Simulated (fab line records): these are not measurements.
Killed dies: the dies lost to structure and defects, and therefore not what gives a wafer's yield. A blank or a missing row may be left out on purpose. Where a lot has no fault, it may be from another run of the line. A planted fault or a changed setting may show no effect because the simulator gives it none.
A lot that was struck, set against a sound lot	flow nand_harc	42 steps out of a route of 1302
Sound: the wafers L367.1, L367.3, L367.6. Struck: wafer L373.6. (L373.4, L373.5 of the same lot were not struck and are left out.) The cause comes at the end.
Per side, at each step with rows, come the tool, then ch with its chambers, and then its first start. Under that, the readings that differ: sound wafers	struck wafers	difference of the means	sigmas: that difference in standard deviations of wafers without a fault.
alike: a reading whose means differ by less than 2 such deviations, as well as words and numbers matching on both sides. not compared: withheld readings; readings where some wafer has no value; bounds like >300 that might hide an equal value; numbers whose values overlap and for which the record gives no deviation.
Wherever a step has rows on one side only, a row that says differs or no value, or a row with sigmas, the two part there. Numbers that have no deviation but don't overlap get no sigmas and don't part them. A reading that every wafer of one side lacks parts them only if that side has two wafers or more.

first, 6 steps without rows for these wafers: NHARC_A_BLC_COAT_04 (resist thk 90 nm); NHARC_A_BLC_SOFTBAKE_05 (time 55 s); NHARC_A_BLC_EBR_06; NHARC_A_BLC_EXPOSE_07 (exposes mask A BLC, target cd 100 nm); NHARC_A_BLC_PEB_08 (peb time 65 s); NHARC_A_BLC_DEVELOP_09 (develop time 35 s).
NHARC_A_BLC_CD_MEAS_10 targets a cd of 100 nm.
  sound on cd_sem-01 ch 0, day 24 20:20; struck on cd_sem-03 ch 0, day 26 22:17
  alike: cd_nm
NHARC_A_BLC_OVL_MEAS_11:
  sound on overlay-02 at day 24 20:26; struck on overlay-02 at day 26 22:22
  alike: overlay_x_nm, overlay_y_nm
NHARC_A_BLC_INSPECT_12:
  sound on defect_inspect-02 at day 24 20:28; struck on defect_inspect-02 at day 26 22:24
  alike: raw_defect_count
then, 2 steps without rows for these wafers: NHARC_A_BLC_DESCUM_15 (chemistry O2, time 3 s); NHARC_A_BLC_ETCH_16 (etches the open film in CF4, target depth 39 nm, time 65 s).
NHARC_A_BLC_ETCH_17: etches the open film in N2/H2, target depth 390 nm, time 609.38 s.
  sound: rie_diel-11 ch 0,1; struck: rie_diel-11 ch 2
  alike: drypump_motor_current_A, oes_product_au, rf_vpp_V, showerhead_plenum_p_Torr, throttle_valve_pct
  not compared: rf_hours_counter_h
NHARC_A_BLC_ETCH_18: etches the open film in C4F8/O2/Ar, target depth 910 nm.
  sound on rie_diel-11 ch 0,2,3, day 24 21:08; struck on rie_diel-11 ch 0, day 26 23:08
  alike: oes_product_au, rf_vpp_V
  not compared: rf_hours_counter_h
NHARC_A_BLC_CD_MEAS_19:
  sound on cd_sem-02 at day 24 21:29; struck on cd_sem-02 at day 26 23:26
reading	sound	struck	difference	sigmas
cd_nm (nm)	97 95 92	102	+7	+2
then, 6 steps without rows for these wafers: NHARC_A_BLC_STRIP_29 (strips in CF4); NHARC_A_BLC_STRIP_21 (strips in O2); NHARC_A_BLC_STRIP_22 (strips in post etch residue remover, time 600 s); NHARC_A_BLC_DEGAS_30 (time 60 s); NHARC_A_BLC_PRE_CLEAN_31 (time 15 s); NHARC_A_BLC_PVD_32 (deposits Ti, target thk 5 nm, time 17.7 s).
NHARC_A_BLC_ALD_23: deposits TiN, target thk 3 nm, pulse time 1 s, ald cycles 150.
  sound on ald_metal-02 ch 0,1,2, day 24 22:26; struck on ald_metal-01 ch 0, day 27 00:16
  alike: heater_power_w, precursor_pulse_height_rel
then, 1 step without rows for these wafers: NHARC_A_BLC_CVD_24 (deposits W, target thk 150 nm, time 434 s).
NHARC_A_BLC_CMP_25: polishes, t overpolish 30 s, target thk 150 nm.
  sound on cmp-02 ch 2,3, day 24 23:08; struck on cmp-03 ch 1, day 27 01:04
reading	sound	struck	difference	sigmas
overpolish_run_s (s)	29.990 29.994 29.992	30.010	+0.018	+2
  alike: motor_current_A, slurry_flow_ml_min, time_to_endpoint_s
after that, 1 step had no rows for these wafers: NHARC_A_BLC_SRD_27.
NHARC_A_BLC_INSPECT_28:
  sound on defect_inspect-01 at day 24 23:32; struck on defect_inspect-02 at day 27 01:24
  alike: raw_defect_count
then, 10 steps without rows for these wafers: NHARC_A_M0_DEP_00 (deposits SiOC, target thk 150 nm); NHARC_A_M0_DEHYDRATE_01 (time 120 s); NHARC_A_M0_HMDS_02 (time 30 s); NHARC_A_M0_COAT_33 (time 65 s); NHARC_A_M0_COAT_03 (resist thk 90 nm); NHARC_A_M0_SOFTBAKE_04 (time 55 s); NHARC_A_M0_EBR_05; NHARC_A_M0_EXPOSE_06 (exposes mask A M0, target cd 80 nm); NHARC_A_M0_PEB_07 (peb time 65 s); NHARC_A_M0_DEVELOP_08 (develop time 35 s).
NHARC_A_M0_CD_MEAS_09 targets a cd of 80 nm.
  sound on cd_sem-01 ch 0, day 25 00:26; struck on cd_sem-02 ch 0, day 27 02:11
  alike: cd_nm
NHARC_A_M0_OVL_MEAS_10: pitch 160 nm.
  sound on overlay-01 at day 25 00:31; struck on overlay-02 at day 27 02:16
  alike: overlay_x_nm, overlay_y_nm
NHARC_A_M0_INSPECT_11:
  sound on defect_inspect-02 at day 25 00:34; struck on defect_inspect-01 at day 27 02:18
  alike: raw_defect_count
then, 1 step without rows for these wafers: NHARC_A_M0_DESCUM_14 (chemistry O2, time 3 s).
NHARC_A_M0_ETCH_34: etches the open film in N2/H2, target depth 40 nm, overetch 12 nm, time 43.94 s.
  sound on rie_diel-09 ch 0,2, day 25 00:42; struck on rie_diel-09 ch 1, day 27 02:28
  alike: drypump_motor_current_A, oes_product_au, rf_vpp_V, showerhead_plenum_p_Torr, throttle_valve_pct
  not compared: rf_hours_counter_h
NHARC_A_M0_ETCH_15: etches the open film in C4F8/Ar, target depth 150 nm, overetch 15 nm, time 82.5 s.
  sound: rie_diel-09 ch 2,3; struck: rie_diel-09 ch 3
  alike: oes_product_au, rf_vpp_V
  not compared: rf_hours_counter_h
NHARC_END_SORT_01:
  here the record holds rows for the struck wafers (prober-02 ch 0, day 29 00:31) but none for the sound ones

WHERE THEY PART
Last at NHARC_END_SORT_01 as far as this record goes, first at NHARC_A_BLC_CD_MEAS_19.

WHY: what had been put in by the simulator
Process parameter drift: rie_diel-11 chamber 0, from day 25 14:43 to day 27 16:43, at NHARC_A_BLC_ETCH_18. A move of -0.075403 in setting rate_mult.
